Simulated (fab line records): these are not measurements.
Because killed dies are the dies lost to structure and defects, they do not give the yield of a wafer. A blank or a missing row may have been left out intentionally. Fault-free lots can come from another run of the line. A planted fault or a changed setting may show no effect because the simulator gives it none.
fab line records	flow nandHarc
record: lots: 24	wafers: 72	lastDay: 33
route steps=1302 shown P_GATE@149 P_M0@264 P_M1@300
lots with no fault: from the same line, run without faults
startH: the number of hours between the record's first day and the start of the first shown wafer of the lot	waitH: hours elapsed since this lot's preceding step	" repeats the value in the row above	L1.1+2: one row covering several wafers at once	- no value present, or no start provided	* or withheld: withheld	< > ~ a bound
route shown NAME@n: a module of which the file shows steps, and the number in the route of the first	usual: mean/standard deviation of fault-free wafers	same: alike in all rows	chamber/n: place in a boat	sites: each site's reading	_std_site: standard deviation of those values	_edge_site: mean of outer sites minus mean of inner sites	radiusMm: how far each site lies from the wafer's centre	mask NAME#n: copy n	behind: the tool/chamber that last shaped the wafer	hold: cause of the lot's hold/its duration in hours/its outcome	device: transistor that didn't switch, given as n, p or np	end of line: the route-end tests of the same wafers	a step with no rows: only its recipe	killed: the dies lost at the first sort to structure and to defects; this is not the yield of the wafer	map: shows each die of a wafer: x if killed, . if not, _ if none is there
set.NAME: the setting as run; set.NAME@STEP: as run at that earlier step	model.NAME: the simulator's own value behind a step, which no gauge read
steps of the route over a sample of lots; a table a step, a row a wafer
services: from which hour (startH, from the record's first day; less than 0 if before it) a tool's chamber was out of use, for how many hours, and why
== steps ==
step: NHARC_P_GATE_ETCH_32
recipe: targetDepthA: 1500	overEtchFrac: 1	overEtchIonEnergyEv: 40	timeS: 100.1	hbrFlowSccm: 150	cl2FlowSccm: 50	rfW: 400	icpW: 400	biasW: 100	chemistry: HBr/Cl2
usual: drypumpMotorCurrentA: 5.7/0.4	oesProductAu: 1.003/0.013	throttleValvePct: 26.405/0.0097
lot.wafer	tool	chamber	startH	waitH	drypumpMotorCurrentA	oesProductAu	rfHoursCounterH	throttleValvePct
L074.1	rieSi-05	1	103.36	-	5.9	1.007	0.80	26.398
L074.6	"	3	"	"	6.4	0.993	-	26.402
L074.5	"	0	"	"	5.5	1.015	-	26.407
L076.3	rieSi-03	2	119.28	-	6.3	0.986	0.49	26.407
L076.6	"	3	"	"	5.8	0.996	-	26.407
L076.5	"	0	"	"	5.9	1.005	-	26.390
L075.1	rieSi-02	3	119.74	-	5.1	1.005	0.07	26.385
L075.5	"	3	"	"	5.1	1.012	-	26.410
L075.6	"	0	"	"	5.4	1.015	-	26.415
L077.4	rieSi-03	2	131.12	-	6.2	0.990	0.56	26.411
L077.1	"	0	"	"	5.9	1.006	0.37	26.415
L077.6	"	2	"	"	6.2	0.984	-	26.413
L078.4	rieSi-03	3	136.01	-	5.8	1.004	0.63	26.408
L078.1	"	2	"	"	6.2	0.988	0.66	26.404
L078.5	"	0	"	"	5.9	1.007	-	26.412
L079.2	rieSi-03	2	142.98	-	6.2	0.989	0.70	26.411
L079.1	"	0	"	"	5.9	1.002	0.52	26.413
L079.5	"	2	"	"	6.2	0.983	-	26.398
L080.3	rieSi-03	1	156.40	-	5.9	0.986	0.61	26.382
L080.2	"	0	"	"	5.9	1.011	0.61	26.423
L080.4	"	3	"	"	5.8	0.998	-	26.403
L081.4	rieSi-02	3	172.55	-	5.1	1.020	0.38	26.400
L081.3	"	1	"	"	5.3	1.002	0.32	26.397
L081.6	"	2	"	"	6.2	1.016	-	26.391
L082.4	rieSi-02	3	179.73	-	5.1	1.020	0.47	26.394
L082.5	"	0	"	"	5.4	1.001	-	26.419
L082.6	"	1	"	"	5.3	0.991	-	26.415
L083.1	rieSi-02	2	191.99	-	6.2	1.012	0.50	26.422
L083.2	"	1	"	"	5.3	0.992	0.49	26.414
L083.5	"	2	"	"	6.3	1.021	-	26.413
L084.2	rieSi-03	1	198.94	-	5.8	0.993	0.97	26.410
L084.3	"	0	"	"	5.9	1.010	0.86	26.403
L084.6	"	2	"	"	6.2	0.980	-	26.392
L085.4	rieSi-02	2	205.56	-	6.2	1.014	0.64	26.397
L085.5	"	2	"	"	6.2	1.017	-	26.395
L085.6	"	3	"	"	5.1	1.023	-	26.393
L086.3	rieSi-02	3	222.86	-	5.0	1.024	0.83	26.405
L086.6	"	2	"	"	6.2	1.013	-	26.409
L086.5	"	3	"	"	5.0	1.021	-	26.395
L087.3	rieSi-05	3	223.03	-	6.4	0.999	0.32	26.409
L087.4	"	1	"	"	5.9	0.994	0.46	26.410
L087.5	"	2	"	"	5.7	0.998	-	26.397
L088.2	rieSi-03	3	241.43	-	5.8	0.987	0.05	26.403
L088.4	"	0	"	"	5.9	1.007	0.07	26.379
L088.5	"	2	"	"	6.2	0.979	-	26.403
L089.4	rieSi-05	3	242.06	-	6.3	0.997	0.46	26.386
L089.1	"	0	"	"	5.5	1.004	0.46	26.419
L089.6	"	0	"	"	5.5	1.018	-	26.399
L090.3	rieSi-05	0	255.22	-	5.5	1.003	0.59	26.410
L090.5	"	0	"	"	5.5	0.990	-	26.399
L090.6	"	1	"	"	5.9	0.990	-	26.392
L091.1	rieSi-02	1	267.51	-	5.2	0.990	0.99	26.413
L091.3	"	0	"	"	5.5	1.008	0.98	26.414
L091.6	"	2	"	"	6.2	1.020	-	26.417
L092.4	rieSi-05	2	280.79	-	5.7	0.993	0.74	26.408
L092.3	"	3	"	"	6.4	0.986	0.72	26.408
L092.6	"	2	"	"	5.7	0.994	-	26.414
L093.1	rieSi-03	0	284.45	-	5.9	1.017	0.23	26.426
L093.3	"	1	"	"	5.9	1.014	0.35	26.412
L093.2	"	2	"	"	6.2	0.995	0.32	26.409
L094.4	rieSi-02	2	295.96	-	6.2	1.021	0.08	26.398
L094.6	"	3	"	"	5.1	1.017	-	26.414
L094.5	"	0	"	"	5.4	0.999	-	26.386
L095.2	rieSi-02	3	308.12	-	5.1	1.015	0.18	26.410
L095.1	"	1	"	"	5.3	1.001	0.15	26.418
L095.4	"	2	"	"	6.2	1.011	0.15	26.394
L096.3	rieSi-05	2	328.26	-	5.7	1.007	0.05	26.396
L096.4	"	3	"	"	6.4	1.015	0.08	26.416
L096.5	"	1	"	"	5.9	1.001	-	26.404
L097.4	rieSi-05	2	330.68	-	5.7	1.005	0.10	26.403
L097.6	"	0	"	"	5.5	1.027	-	26.403
L097.5	"	1	"	"	5.9	1.005	-	26.394
step: NHARC_P_GATE_STRIP_95
recipe: powerW: 1500	tempC: 250	chemistry: O2
usual: drypumpMotorCurrentA: 6.0/0.64	heaterPowerW: 323/16
lot.wafer	tool	chamber	startH	waitH	drypumpMotorCurrentA	heaterPowerW	rfHoursCounterH
L074.1	plasmaAsher-02	0	119.31	0.5	6.4	329	8
L074.6	"	1	"	"	6.7	350	-
L074.5	"	0	"	"	6.4	333	-
L076.3	plasmaAsher-01	1	135.34	0.4	5.0	305	-
L076.6	"	1	"	"	5.0	311	-
L076.5	"	0	"	"	6.3	339	-
L075.1	plasmaAsher-02	0	135.84	0.5	6.4	336	11
L075.5	"	1	"	"	6.7	351	-
L075.6	"	0	"	"	6.3	332	-
L077.1	plasmaAsher-02	1	147.55	0.5	6.7	349	13
L077.4	"	0	"	"	6.4	338	-
L077.6	"	0	"	"	6.4	336	-
L078.1	plasmaAsher-01	0	152.07	0.6	6.2	330	29
L078.4	"	0	"	"	6.2	337	-
L078.5	"	1	"	"	5.1	306	-
L079.1	plasmaAsher-02	1	158.76	0.6	6.7	358	16
L079.2	"	0	"	"	6.4	331	16
L079.5	"	0	"	"	6.4	334	-
L080.2	plasmaAsher-01	1	172.18	0.6	5.1	313	34
L080.4	"	1	"	"	5.0	315	-
L080.3	"	0	"	"	6.3	344	-
L081.3	plasmaAsher-02	1	188.62	0.4	6.7	347	-
L081.4	"	0	"	"	6.4	333	-
L081.6	"	1	"	"	6.7	355	-
L082.4	plasmaAsher-01	0	195.79	0.3	6.3	312	-
L082.5	"	1	"	"	5.1	301	-
L082.6	"	0	"	"	6.2	317	-
L083.2	plasmaAsher-01	0	208.25	0.6	6.2	310	6
L083.1	"	1	"	"	5.1	305	6
L083.5	"	0	"	"	6.2	317	-
L084.2	plasmaAsher-01	1	217.22	0.5	5.1	298	8
L084.3	"	1	"	"	5.1	305	-
L084.6	"	1	"	"	5.0	303	-
L085.4	plasmaAsher-01	0	221.42	0.3	6.2	313	-
L085.6	"	1	"	"	5.1	314	-
L085.5	"	0	"	"	6.2	322	-
L086.3	plasmaAsher-01	0	238.77	0.4	6.3	318	-
L086.5	"	0	"	"	6.2	318	-
L086.6	"	1	"	"	5.0	309	-
L087.4	plasmaAsher-02	1	239.03	0.4	6.7	346	-
L087.3	"	0	"	"	6.4	327	-
L087.5	"	0	"	"	6.4	336	-
L088.2	plasmaAsher-01	0	257.30	0.6	6.2	324	18
L088.4	"	1	"	"	5.1	303	-
L088.5	"	0	"	"	6.2	325	-
L089.1	plasmaAsher-01	1	258.08	0.6	5.1	304	19
L089.4	"	1	"	"	5.0	303	-
L089.6	"	0	"	"	6.2	315	-
L090.3	plasmaAsher-01	1	271.16	0.3	5.1	302	-
L090.5	"	0	"	"	6.2	320	-
L090.6	"	1	"	"	5.1	310	-
L091.1	plasmaAsher-01	0	283.45	0.6	6.2	309	25
L091.3	"	0	"	"	6.2	316	-
L091.6	"	0	"	"	6.3	318	-
L092.3	plasmaAsher-02	0	296.78	0.4	6.4	325	-
L092.4	"	1	"	"	6.7	332	-
L092.6	"	0	"	"	6.4	332	-
L093.1	plasmaAsher-01	0	300.28	0.6	6.2	324	29
L093.2	"	1	"	"	5.0	311	29
L093.3	"	1	"	"	5.1	303	-
L094.4	plasmaAsher-02	1	311.73	0.3	6.7	334	-
L094.6	"	0	"	"	6.4	321	-
L094.5	"	1	"	"	6.7	337	-
L095.2	plasmaAsher-02	1	324.01	0.6	6.7	341	15
L095.1	"	0	"	"	6.4	327	15
L095.4	"	1	"	"	6.7	341	-
L096.3	plasmaAsher-01	1	344.41	0.4	5.1	306	-
L096.4	"	0	"	"	6.2	314	-
L096.5	"	0	"	"	6.2	314	-
L097.4	plasmaAsher-02	1	346.39	0.3	6.7	333	-
L097.5	"	0	"	"	6.4	327	-
L097.6	"	1	"	"	6.7	340	-
step: NHARC_P_GATE_DEGAS_109
recipe: tempC: 300	timeS: 60
usual: heaterPowerW: 451/49	susceptorTempC: 300.04/0.18
lot.wafer	tool	chamber	startH	waitH	heaterPowerW	susceptorTempC
L074.1	pvdSputter-02	-	120.18	0.1	561	300.15
L074.5	"	-	"	"	379	299.99
L074.6	"	-	"	"	544	300.13
L076.3	pvdSputter-03	-	136.19	0.1	470	-
L076.5	"	-	"	"	465	-
L076.6	"	-	"	"	545	-
L075.1	pvdSputter-02	-	136.69	0.1	555	300.27
L075.6	"	-	"	"	549	300.23
L075.5	"	-	"	"	445	299.70
L077.1	pvdSputter-01	-	148.40	0.1	433	300.04
L077.4	"	-	"	"	430	300.08
L077.6	"	-	"	"	466	300.25
L078.1	pvdSputter-03	-	152.94	0.1	459	300.24
L078.4	"	-	"	"	515	299.79
L078.5	"	-	"	"	453	300.08
L079.2	pvdSputter-02	-	159.63	0.1	459	300.22
L079.1	"	-	"	"	431	300.09
L079.5	"	-	"	"	439	300.12
L080.2	pvdSputter-01	-	173.05	0.1	436	299.96
L080.4	"	-	"	"	445	299.94
L080.3	"	-	"	"	435	299.83
L081.3	pvdSputter-01	-	189.47	0.1	454	300.12
L081.4	"	-	"	"	449	300.23
L081.6	"	-	"	"	450	300.30
L082.4	pvdSputter-01	-	196.65	0.1	444	299.97
L082.5	"	-	"	"	447	299.86
L082.6	"	-	"	"	431	300.13
L083.2	pvdSputter-02	-	209.16	0.1	418	300.39
L083.1	"	-	"	"	384	299.94
L083.5	"	-	"	"	393	299.94
L084.3	pvdSputter-03	-	218.08	0.1	413	300.08
L084.2	"	-	"	"	510	300.12
L084.6	"	-	"	"	472	299.88
L085.4	pvdSputter-02	-	222.31	0.1	552	299.62
L085.5	"	-	"	"	376	299.96
L085.6	"	-	"	"	551	299.82
L086.3	pvdSputter-02	-	239.64	0.1	452	300.03
L086.5	"	-	"	"	423	299.98
L086.6	"	-	"	"	381	299.90
L087.3	pvdSputter-01	-	239.88	0.1	436	299.94
L087.4	"	-	"	"	432	300.13
L087.5	"	-	"	"	428	300.32
L088.4	pvdSputter-01	-	258.17	0.1	442	300.19
L088.2	"	-	"	"	473	299.99
L088.5	"	-	"	"	440	300.04
L089.1	pvdSputter-03	-	258.95	0.1	504	299.93
L089.4	"	-	"	"	476	300.02
L089.6	"	-	"	"	459	299.82
L090.3	pvdSputter-02	-	272.15	0.1	379	299.97
L090.6	"	-	"	"	415	300.46
L090.5	"	-	"	"	379	300.11
L091.1	pvdSputter-01	-	284.31	0.1	418	300.14
L091.3	"	-	"	"	417	299.97
L091.6	"	-	"	"	493	300.24
L092.3	pvdSputter-03	-	297.64	0.1	513	300.16
L092.4	"	-	"	"	411	299.99
L092.6	"	-	"	"	472	300.01
L093.3	pvdSputter-03	-	301.17	0.1	432	300.17
L093.1	"	-	"	"	479	300.31
L093.2	"	-	"	"	518	300.05
L094.4	pvdSputter-02	-	312.60	0.1	363	300.18
L094.5	"	-	"	"	547	300.09
L094.6	"	-	"	"	442	300.01
L095.1	pvdSputter-02	-	324.88	0.1	372	300.08
L095.4	"	-	"	"	541	299.80
L095.2	"	-	"	"	445	299.79
L096.4	pvdSputter-02	-	345.25	0.1	367	299.89
L096.3	"	-	"	"	444	300.28
L096.5	"	-	"	"	373	299.89
L097.4	pvdSputter-03	-	347.23	0.1	458	299.87
L097.5	"	-	"	"	411	299.81
L097.6	"	-	"	"	469	300.29
step: NHARC_P_M0_OVL_MEAS_10
recipe: pitchNm: 180
usual: overlayXNm: -0.1/0.69	overlayYNm: 0.2/0.86
lot.wafer	tool	chamber	startH	waitH	overlayXNm	overlayYNm
L074.1	overlay-01	-	126.75	-	-0.1	1.0
L074.5	"	-	"	"	0.2	1.8
L074.6	"	-	"	"	0.1	0.6
L076.3	overlay-02	-	143.31	-	0.3	-0.1
L076.5	"	-	"	"	0.2	-0.1
L076.6	"	-	"	"	0.1	0.3
L075.1	overlay-02	-	143.62	-	-0.6	-0.9
L075.5	"	-	"	"	-0.6	-0.7
L075.6	"	-	"	"	-0.2	-0.9
L077.1	overlay-02	-	155.13	-	-0.9	-1.3
L077.4	"	-	"	"	-0.4	-0.5
L077.6	"	-	"	"	-0.9	-0.8
L078.1	overlay-01	-	159.77	-	0.5	1.3
L078.4	"	-	"	"	0.5	0.6
L078.5	"	-	"	"	0.9	0.4
L079.1	overlay-02	-	166.59	-	-0.5	-0.4
L079.2	"	-	"	"	-0.7	-0.1
L079.5	"	-	"	"	-0.8	-0.4
L080.2	overlay-02	-	179.97	-	0.2	-1.4
L080.3	"	-	"	"	0.6	-0.9
L080.4	"	-	"	"	0.2	-0.9
L081.3	overlay-01	-	196.87	-	1.0	2.4
L081.4	"	-	"	"	0.6	1.7
L081.6	"	-	"	"	0.6	1.5
L082.4	overlay-01	-	203.52	-	0.1	0.4
L082.5	"	-	"	"	0.1	0.4
L082.6	"	-	"	"	-0.5	0.0
L083.1	overlay-02	-	216.06	-	0.0	0.4
L083.2	"	-	"	"	0.0	0.2
L083.5	"	-	"	"	0.0	0.1
L084.2	overlay-02	-	224.88	-	1.0	-1.1
L084.3	"	-	"	"	0.3	-0.3
L084.6	"	-	"	"	0.7	-0.4
L085.4	overlay-01	-	229.02	-	0.0	1.5
L085.5	"	-	"	"	0.2	0.8
L085.6	"	-	"	"	0.2	1.5
L086.3	overlay-01	-	246.56	-	-0.3	0.8
L086.5	"	-	"	"	-0.4	0.7
L086.6	"	-	"	"	-1.0	0.9
L087.3	overlay-02	-	246.75	-	0.1	0.3
L087.4	"	-	"	"	0.5	0.0
L087.5	"	-	"	"	0.2	0.3
L088.2	overlay-01	-	264.95	-	-0.7	-0.5
L088.4	"	-	"	"	-0.9	-0.2
L088.5	"	-	"	"	-0.6	-0.9
L089.1	overlay-01	-	265.66	-	1.3	-0.4
L089.4	"	-	"	"	1.0	-0.8
L089.6	"	-	"	"	1.0	-0.1
L090.3	overlay-02	-	279.02	-	-0.1	1.2
L090.5	"	-	"	"	0.1	1.3
L090.6	"	-	"	"	-0.5	0.9
L091.1	overlay-02	-	291.02	-	1.0	0.1
L091.3	"	-	"	"	0.4	-0.3
L091.6	"	-	"	"	0.8	-0.1
L092.3	overlay-02	-	304.32	-	-0.2	0.5
L092.4	"	-	"	"	0.1	0.7
L092.6	"	-	"	"	-0.8	-0.2
L093.1	overlay-02	-	307.73	-	0.9	-1.5
L093.2	"	-	"	"	0.2	-1.2
L093.3	"	-	"	"	0.9	-1.4
L094.4	overlay-02	-	319.83	-	0.3	1.3
L094.5	"	-	"	"	-0.3	0.6
L094.6	"	-	"	"	-0.2	0.2
L095.1	overlay-02	-	331.74	-	-1.9	0.5
L095.2	"	-	"	"	-2.2	0.8
L095.4	"	-	"	"	-2.0	0.8
L096.3	overlay-02	-	352.17	-	-1.0	1.3
L096.4	"	-	"	"	-1.3	1.5
L096.5	"	-	"	"	-1.1	0.7
L097.4	overlay-02	-	354.19	-	-0.8	-0.1
L097.5	"	-	"	"	-0.8	0.2
L097.6	"	-	"	"	-0.3	0.1
step: NHARC_P_M0_DESCUM_14
recipe: timeS: 3	o2FlowSccm: 200	arFlowSccm: 0	biasPowerW: 0	chemistry: O2
usual: drypumpMotorCurrentA: 6.1/0.37	oesProductAu: 1.004/0.011	rfVppV: 57.8/1.1	showerheadPlenumPTorr: 1.90/0.093	throttleValvePct: 11.312/0.0093
lot.wafer	tool	chamber	startH	waitH	drypumpMotorCurrentA	oesProductAu	rfHoursCounterH	rfVppV	showerheadPlenumPTorr	throttleValvePct
L074.1	rieDiel-10	0	126.85	0.1	6.1	1.019	8	59.2	2.05	11.319
L074.6	"	3	"	"	6.6	1.012	-	56.5	1.83	11.314
L074.5	"	0	"	"	6.1	1.027	-	59.4	2.05	11.310
L076.3	rieDiel-11	2	143.43	0.1	5.7	1.007	21	57.2	1.81	11.296
L076.5	"	0	"	"	5.8	1.023	-	59.2	1.96	11.302
L076.6	"	1	"	"	5.5	1.008	-	56.6	1.92	11.310
L075.1	rieDiel-03	0	143.71	0.1	6.3	0.996	9	56.1	1.85	11.316
L075.6	"	0	"	"	6.4	1.018	-	56.9	1.85	11.313
L075.5	"	1	"	"	6.0	0.996	-	57.1	1.84	11.306
L077.1	rieDiel-03	2	155.22	0.1	6.7	0.999	12	56.0	1.78	11.314
L077.4	"	0	"	"	6.3	1.004	12	56.9	1.85	11.294
L077.6	"	3	"	"	6.2	1.013	-	58.3	1.90	11.314
L078.4	rieDiel-10	2	159.89	0.1	6.5	0.986	14	57.3	1.82	11.328
L078.1	"	3	"	"	6.6	1.016	13	57.5	1.83	11.313
L078.5	"	0	"	"	6.1	1.016	-	58.1	2.04	11.314
L079.1	rieDiel-10	0	166.69	0.1	6.1	1.029	16	57.9	2.04	11.299
L079.2	"	3	"	"	6.6	1.011	15	57.6	1.83	11.329
L079.5	"	1	"	"	6.0	1.005	-	56.9	1.98	11.333
L080.4	rieDiel-10	3	180.07	0.1	6.6	0.992	17	56.9	1.83	11.308
L080.3	"	0	"	"	6.1	1.028	18	60.5	2.04	11.306
L080.2	"	1	"	"	6.0	1.007	18	58.4	1.98	11.300
L081.3	rieDiel-11	0	196.98	0.1	5.8	1.018	36	59.3	1.95	11.318
L081.4	"	1	"	"	5.5	1.018	38	57.4	1.92	11.312
L081.6	"	1	"	"	5.5	1.019	-	58.2	1.92	11.304
L082.4	rieDiel-11	2	203.63	0.1	5.7	1.024	44	58.6	1.80	11.304
L082.5	"	0	"	"	5.8	1.008	-	59.1	1.95	11.299
L082.6	"	1	"	"	5.5	1.016	-	58.3	1.92	11.312
L083.1	rieDiel-03	0	216.16	0.1	6.4	0.996	27	59.7	1.85	11.327
L083.2	"	1	"	"	6.0	0.998	29	59.1	1.83	11.317
L083.5	"	1	"	"	6.0	0.994	-	57.2	1.83	11.307
L084.3	rieDiel-10	2	224.98	0.1	6.5	0.986	23	58.0	1.81	11.304
L084.2	"	0	"	"	6.1	1.017	25	57.9	2.04	11.319
L084.6	"	2	"	"	6.5	1.002	-	56.4	1.81	11.329
L085.4	rieDiel-10	2	229.13	0.1	6.5	1.000	23	57.5	1.81	11.307
L085.5	"	0	"	"	6.1	1.027	-	59.9	2.04	11.321
L085.6	"	1	"	"	6.0	1.010	-	58.1	1.98	11.307
L086.3	rieDiel-11	2	246.69	0.1	5.6	1.006	58	57.3	1.80	11.314
L086.6	"	1	"	"	5.5	1.010	-	58.3	1.91	11.318
L086.5	"	2	"	"	5.7	1.007	-	57.2	1.80	11.318
L087.3	rieDiel-11	0	246.89	0.1	5.8	1.024	56	59.1	1.94	11.314
L087.4	"	1	"	"	5.5	1.012	55	60.2	1.91	11.317
L087.5	"	3	"	"	6.4	1.001	-	56.3	1.77	11.311
L088.2	rieDiel-11	2	265.06	0.1	5.7	1.004	0	57.9	1.80	11.299
L088.4	"	3	"	"	6.4	1.005	0	58.0	2.08	11.324
L088.5	"	1	"	"	5.5	1.008	-	58.8	1.91	11.313
L089.4	rieDiel-11	0	265.76	0.1	5.8	0.993	0	59.3	1.94	11.305
L089.1	"	1	"	"	5.5	1.014	0	56.9	1.91	11.316
L089.6	"	3	"	"	6.4	1.014	-	58.7	2.08	11.319
L090.3	rieDiel-10	1	279.15	0.1	6.0	0.998	6	56.9	1.98	11.305
L090.5	"	3	"	"	6.6	0.986	-	57.0	1.82	11.323
L090.6	"	0	"	"	6.1	1.002	-	60.6	2.04	11.299
L091.3	rieDiel-10	0	291.11	0.1	6.1	1.006	10	57.8	2.04	11.313
L091.1	"	2	"	"	6.5	0.986	8	57.7	1.81	11.323
L091.6	"	0	"	"	6.1	0.992	-	57.6	2.03	11.318
L092.4	rieDiel-10	0	304.44	0.1	6.1	0.994	12	58.8	2.03	11.304
L092.3	"	1	"	"	6.0	1.012	11	57.1	1.97	11.300
L092.6	"	3	"	"	6.6	1.002	-	58.2	1.82	11.318
L093.2	rieDiel-03	2	307.83	0.1	6.7	0.996	8	57.7	2.07	11.296
L093.3	"	3	"	"	6.3	1.002	7	56.7	1.88	11.323
L093.1	"	1	"	"	6.0	1.007	8	58.2	1.82	11.314
L094.4	rieDiel-11	0	319.93	0.1	5.8	0.997	23	58.3	1.93	11.321
L094.6	"	0	"	"	5.8	0.987	-	58.2	1.94	11.310
L094.5	"	1	"	"	5.5	1.006	-	57.8	1.90	11.303
L095.4	rieDiel-10	1	331.85	0.1	5.9	1.012	15	59.2	1.97	11.294
L095.2	"	2	"	"	6.5	0.986	14	58.2	1.81	11.307
L095.1	"	3	"	"	6.6	0.983	14	57.3	1.82	11.315
L096.4	rieDiel-11	2	352.27	0.1	5.7	0.989	29	56.3	1.79	11.300
L096.3	"	3	"	"	6.4	0.998	29	60.6	2.07	11.312
L096.5	"	1	"	"	5.5	1.006	-	58.8	1.90	11.300
L097.4	rieDiel-03	0	354.30	0.1	6.4	1.002	25	57.9	1.83	11.293
L097.5	"	2	"	"	6.7	0.997	-	58.9	2.07	11.311
L097.6	"	3	"	"	6.3	0.995	-	59.7	1.88	11.316
step: NHARC_P_M1_ETCH_15
recipe: targetDepthA: 1825	timeS: 91.2	c4f8FlowSccm: withheld	arFlowSccm: 400	rfW: 600	biasW: 300	chemistry: C4F8/Ar
usual: oesProductAu: 0.950/0.022	rfVppV: 440.7/1.9
lot.wafer	tool	chamber	startH	waitH	oesProductAu	rfHoursCounterH	rfVppV
L074.1	rieDiel-01	1	-	-	0.917	6	440.0
L074.6	"	3	"	"	0.970	-	442.8
L074.5	"	0	"	"	0.925	-	438.4
L076.3	rieDiel-01	0	-	-	0.924	8	439.3
L076.5	"	1	"	"	0.927	-	440.9
L076.6	"	2	"	"	0.931	-	439.1
L075.1	rieDiel-02	1	-	-	0.929	27	444.8
L075.5	"	1	"	"	0.912	-	442.5
L075.6	"	2	"	"	0.921	-	440.2
L077.4	rieDiel-01	3	-	-	0.940	8	444.6
L077.1	"	0	"	"	0.926	9	438.3
L077.6	"	0	"	"	0.927	-	441.0
L078.1	rieDiel-01	2	-	-	0.952	9	439.1
L078.5	"	1	"	"	0.962	-	439.5
L078.4	"	2	"	"	0.957	-	439.5
L079.1	rieDiel-06	0	-	-	0.946	2	442.5
L079.2	"	1	"	"	0.960	3	441.1
L079.5	"	0	"	"	0.957	-	440.6
L080.2	rieDiel-06	2	-	-	0.961	5	440.7
L080.3	"	3	"	"	0.975	4	442.1
L080.4	"	1	"	"	0.969	4	439.6
L081.4	rieDiel-01	1	-	-	0.918	11	440.4
L081.3	"	3	"	"	0.934	12	444.1
L081.6	"	2	"	"	0.940	-	439.5
L082.5	rieDiel-06	0	-	-	0.963	-	442.2
L082.6	"	1	"	"	0.959	-	440.7
L082.4	"	2	"	"	0.956	-	440.8
L083.1	rieDiel-06	2	-	-	0.950	8	440.1
L083.2	"	3	"	"	0.969	7	441.2
L083.5	"	1	"	"	0.955	-	442.0
L084.2	rieDiel-01	1	-	-	0.963	1	439.8
L084.3	"	2	"	"	0.969	1	439.3
L084.6	"	1	"	"	0.964	-	438.1
L085.6	rieDiel-01	1	-	-	0.966	-	439.2
L085.5	"	2	"	"	0.961	-	439.9
L085.4	"	0	"	"	0.975	-	439.7
L086.3	rieDiel-06	3	-	-	0.938	10	442.9
L086.5	"	0	"	"	0.939	-	443.2
L086.6	"	2	"	"	0.926	-	441.3
L087.4	rieDiel-01	1	-	-	0.969	3	438.4
L087.3	"	2	"	"	0.961	3	440.8
L087.5	"	3	"	"	0.972	-	442.9
L088.4	rieDiel-01	0	-	-	0.979	3	438.0
L088.2	"	1	"	"	0.960	3	438.6
L088.5	"	1	"	"	0.957	-	438.5
L089.1	rieDiel-01	3	-	-	1.002	2	444.3
L089.4	"	0	"	"	0.986	3	440.3
L089.6	"	3	"	"	0.981	-	443.5
L090.3	rieDiel-01	2	-	-	0.974	4	439.4
L090.5	"	0	"	"	0.957	-	438.8
L090.6	"	1	"	"	0.950	-	440.3
L091.1	rieDiel-06	1	-	-	0.912	11	440.1
L091.3	"	2	"	"	0.914	16	442.0
L091.6	"	0	"	"	0.912	-	441.1
L092.3	rieDiel-01	3	-	-	0.987	5	444.0
L092.4	"	0	"	"	0.985	6	438.5
L092.6	"	2	"	"	0.974	-	440.5
L093.3	rieDiel-01	0	-	-	0.923	6	438.8
L093.1	"	1	"	"	0.917	6	438.2
L093.2	"	3	"	"	0.931	5	445.1
L094.4	rieDiel-06	3	-	-	0.943	-	440.5
L094.6	"	0	"	"	0.954	-	442.7
L094.5	"	1	"	"	0.950	-	441.3
L095.1	rieDiel-01	2	-	-	0.939	8	438.6
L095.4	"	3	"	"	0.937	7	443.7
L095.2	"	0	"	"	0.943	7	440.1
L096.3	rieDiel-01	0	356.77	0.1	0.932	-	439.6
L096.4	"	2	"	"	0.940	-	438.7
L096.5	"	0	"	"	0.931	-	438.8
L097.4	rieDiel-06	2	-	-	0.973	2	440.6
L097.5	"	2	"	"	0.966	-	441.2
L097.6	"	3	"	"	0.952	-	439.8
== services ==
tool	chamber	startH	hours	kind
pvdSputter-02	-	85.96	5.1	repair
rieSi-02	-	100.00	9.0	pm
pvdSputter-02	-	104.04	10.0	pm
rieDiel-01	-	104.81	0.3	repair
rieDiel-01	-	122.25	0.5	repair
pvdSputter-02	-	125.57	0.9	repair
rieDiel-10	3	142.14	3.9	repair
rieDiel-01	0	162.18	6.3	repair
plasmaAsher-01	-	172.25	9.0	pm
rieDiel-11	3	177.90	8.7	repair
rieDiel-11	1	198.54	4.5	repair
rieDiel-01	-	204.04	9.0	pm
plasmaAsher-02	-	209.43	2.7	repair
rieDiel-01	3	213.61	21.9	repair
rieDiel-10	-	242.59	9.0	pm
plasmaAsher-02	-	249.00	9.0	pm
pvdSputter-02	-	282.04	10.0	pm
pvdSputter-02	-	294.78	8.7	repair
plasmaAsher-01	-	307.45	13.0	repair
rieDiel-01	0	321.96	4.9	repair
rieDiel-01	0	329.86	5.3	repair
plasmaAsher-01	-	349.32	9.0	pm
rieDiel-01	1	353.89	29.6	repair
rieDiel-01	3	356.31	2.8	repair
== key ==
fault none
